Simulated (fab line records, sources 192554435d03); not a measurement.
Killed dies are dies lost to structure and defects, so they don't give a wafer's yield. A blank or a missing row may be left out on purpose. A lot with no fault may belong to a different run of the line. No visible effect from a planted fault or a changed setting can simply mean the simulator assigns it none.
Matching of chambers || flow n5Finfet || 3 sister chambers for N5_PASSIVATION_PECVD_55 on pecvd-03
The step deposits SiO2 from SiH4/N2O, target thk 400 nm, time 22.5 s. 18 wafers are shown with their chamber, then 9 later ones without.

## EACH WAFER AND ITS CHAMBER
{"wafer": "L076.1", "chamber": 2, "throttleValvePct (%)": 51, "showerheadPlenumPTorr (Torr)": 8.05, "heaterPowerW (W)": 1058}
{"wafer": "L076.4", "chamber": 2, "throttleValvePct (%)": 51, "showerheadPlenumPTorr (Torr)": 8.06, "heaterPowerW (W)": 861}
{"wafer": "L076.5", "chamber": 2, "throttleValvePct (%)": 51, "showerheadPlenumPTorr (Torr)": 8.03, "heaterPowerW (W)": 872}
{"wafer": "L083.2", "chamber": 2, "throttleValvePct (%)": 51, "showerheadPlenumPTorr (Torr)": 8.04, "heaterPowerW (W)": 1011}
{"wafer": "L083.5", "chamber": 2, "throttleValvePct (%)": 51, "showerheadPlenumPTorr (Torr)": 8.03, "heaterPowerW (W)": 844}
{"wafer": "L083.6", "chamber": 0, "throttleValvePct (%)": 60, "showerheadPlenumPTorr (Torr)": 8.34, "heaterPowerW (W)": 797}
{"wafer": "L080.1", "chamber": 0, "throttleValvePct (%)": 60, "showerheadPlenumPTorr (Torr)": 8.32, "heaterPowerW (W)": 774}
{"wafer": "L080.3", "chamber": 1, "throttleValvePct (%)": 49, "showerheadPlenumPTorr (Torr)": 8.27, "heaterPowerW (W)": 697}
{"wafer": "L080.6", "chamber": 2, "throttleValvePct (%)": 51, "showerheadPlenumPTorr (Torr)": 8.06, "heaterPowerW (W)": 981}
{"wafer": "L084.1", "chamber": 1, "throttleValvePct (%)": 49, "showerheadPlenumPTorr (Torr)": 8.30, "heaterPowerW (W)": 728}
{"wafer": "L084.4", "chamber": 2, "throttleValvePct (%)": 51, "showerheadPlenumPTorr (Torr)": 8.07, "heaterPowerW (W)": 940}
{"wafer": "L084.6", "chamber": 0, "throttleValvePct (%)": 60, "showerheadPlenumPTorr (Torr)": 8.30, "heaterPowerW (W)": 784}
{"wafer": "L087.1", "chamber": 2, "throttleValvePct (%)": 52, "showerheadPlenumPTorr (Torr)": 8.07, "heaterPowerW (W)": 907}
{"wafer": "L087.2", "chamber": 0, "throttleValvePct (%)": 61, "showerheadPlenumPTorr (Torr)": 8.30, "heaterPowerW (W)": 809}
{"wafer": "L087.4", "chamber": 0, "throttleValvePct (%)": 60, "showerheadPlenumPTorr (Torr)": 8.32, "heaterPowerW (W)": 821}
{"wafer": "L089.1", "chamber": 0, "throttleValvePct (%)": 60, "showerheadPlenumPTorr (Torr)": 8.30, "heaterPowerW (W)": 764}
{"wafer": "L089.2", "chamber": 1, "throttleValvePct (%)": 49, "showerheadPlenumPTorr (Torr)": 8.28, "heaterPowerW (W)": 714}
{"wafer": "L089.6", "chamber": 0, "throttleValvePct (%)": 60, "showerheadPlenumPTorr (Torr)": 8.31, "heaterPowerW (W)": 768}

SIGNATURES (averages over the wafers above)
{"reading": "throttleValvePct", "chamber 0": 60.14, "chamber 1": 49.00, "chamber 2": 51.12, "scatter within a chamber": 0.34}
{"reading": "showerheadPlenumPTorr", "chamber 0": 8.3129, "chamber 1": 8.2833, "chamber 2": 8.0512, "scatter within a chamber": 0.0157}
{"reading": "heaterPowerW", "chamber 0": 788.14, "chamber 1": 713.00, "chamber 2": 934.25, "scatter within a chamber": 54.7}
Rule: a wafer's distance from a chamber is the root of the sum, over the readings, of the square of ((its reading less the chamber's mean) divided by the reading's scatter). If the next closest chamber is less than 2 further off than the closest, the wafer can't be placed; otherwise it belongs to the closest. The scatter: the root of (the sum of the squares of (reading less its chamber's mean) over the shown wafers, divided by (wafers less chambers)).

## WAFERS WHOSE CHAMBER IS MISSING
{"wafer": "L086.2", "throttleValvePct (%)": 60, "showerheadPlenumPTorr (Torr)": 8.32, "heaterPowerW (W)": 805}
{"wafer": "L086.4", "throttleValvePct (%)": 52, "showerheadPlenumPTorr (Torr)": 8.05, "heaterPowerW (W)": 895}
{"wafer": "L086.6", "throttleValvePct (%)": 49, "showerheadPlenumPTorr (Torr)": 8.26, "heaterPowerW (W)": 656}
{"wafer": "L093.3", "throttleValvePct (%)": 49, "showerheadPlenumPTorr (Torr)": 8.28, "heaterPowerW (W)": 653}
{"wafer": "L093.4", "throttleValvePct (%)": 52, "showerheadPlenumPTorr (Torr)": 8.04, "heaterPowerW (W)": 990}
{"wafer": "L093.6", "throttleValvePct (%)": 60, "showerheadPlenumPTorr (Torr)": 8.30, "heaterPowerW (W)": 756}
{"wafer": "L090.1", "throttleValvePct (%)": 49, "showerheadPlenumPTorr (Torr)": 8.28, "heaterPowerW (W)": 724}
{"wafer": "L090.3", "throttleValvePct (%)": 60, "showerheadPlenumPTorr (Torr)": 8.30, "heaterPowerW (W)": 792}
{"wafer": "L090.5", "throttleValvePct (%)": 49, "showerheadPlenumPTorr (Torr)": 8.30, "heaterPowerW (W)": 747}

## WHICH CHAMBER EACH WENT THROUGH
{"wafer": "L086.2", "from the rows above": 0, "in truth": 0}
{"wafer": "L086.4", "from the rows above": 2, "in truth": 2}
{"wafer": "L086.6", "from the rows above": 1, "in truth": 1}
{"wafer": "L093.3", "from the rows above": 1, "in truth": 1}
{"wafer": "L093.4", "from the rows above": 2, "in truth": 2}
{"wafer": "L093.6", "from the rows above": 0, "in truth": 0}
{"wafer": "L090.1", "from the rows above": 1, "in truth": 1}
{"wafer": "L090.3", "from the rows above": 0, "in truth": 0}
{"wafer": "L090.5", "from the rows above": 1, "in truth": 1}
Correct placement for 9 of the 9. Number that these rows cannot place: 0. 0 placed wrongly.
